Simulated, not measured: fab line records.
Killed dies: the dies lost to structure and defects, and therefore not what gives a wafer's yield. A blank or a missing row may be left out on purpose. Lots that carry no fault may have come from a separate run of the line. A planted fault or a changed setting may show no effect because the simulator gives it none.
Matching of chambers / flow n5 finfet / N5_BEOL_M2_ALD_84 on ald metal-04: 4 sister chambers
The step deposits TaN, pulse time 2 s, purge time 3 s, co reactant purge time 2 s. 4 wafers are shown with their chamber, then 11 later ones without.

== WAFERS WITH THEIR CHAMBER ==
wafer=L087.4; chamber=0; heater power w (W)=372
wafer=L089.3; chamber=2; heater power w (W)=377
wafer=L089.5; chamber=3; heater power w (W)=362
wafer=L088.3; chamber=1; heater power w (W)=377

== WAFERS WHOSE CHAMBER IS MISSING ==
wafer=L088.5; heater power w (W)=368
wafer=L088.6; heater power w (W)=367
wafer=L090.1; heater power w (W)=362
wafer=L090.3; heater power w (W)=373
wafer=L090.6; heater power w (W)=359
wafer=L092.2; heater power w (W)=372
wafer=L092.3; heater power w (W)=373
wafer=L092.6; heater power w (W)=373
wafer=L095.2; heater power w (W)=369
wafer=L095.4; heater power w (W)=378
wafer=L095.5; heater power w (W)=363

== EACH ONE'S CHAMBER ==
wafer=L088.5; from the rows above=can't be placed: 0 or 3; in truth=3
wafer=L088.6; from the rows above=can't be placed: 0 or 3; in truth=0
wafer=L090.1; from the rows above=3; in truth=3
wafer=L090.3; from the rows above=can't be placed: 0 or 1 or 2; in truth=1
wafer=L090.6; from the rows above=3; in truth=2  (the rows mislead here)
wafer=L092.2; from the rows above=0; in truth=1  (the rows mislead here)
wafer=L092.3; from the rows above=can't be placed: 0 or 1 or 2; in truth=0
wafer=L092.6; from the rows above=can't be placed: 0 or 1 or 2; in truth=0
wafer=L095.2; from the rows above=can't be placed: 0 or 3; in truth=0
wafer=L095.4; from the rows above=can't be placed: 1 or 2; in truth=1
wafer=L095.5; from the rows above=3; in truth=3
Placed correctly: 2 of 11. Cannot be placed on the basis of these rows: 7; the candidates contain the true chamber in 7. Placed wrongly: 2.
How it was worked out, from the rows above alone: a wafer's distance from a chamber is the root of the sum, over the readings, of the square of ((its reading less the chamber's mean) divided by the reading's scatter). If the next closest chamber is less than 2 further off than the closest, the wafer can't be placed; otherwise it belongs to the closest. For every chamber, the mean is computed from those of its wafers that are shown. The scatter: with one shown wafer a chamber, the root of the mean of the squares of how far each hidden wafer lies from its nearest shown one.
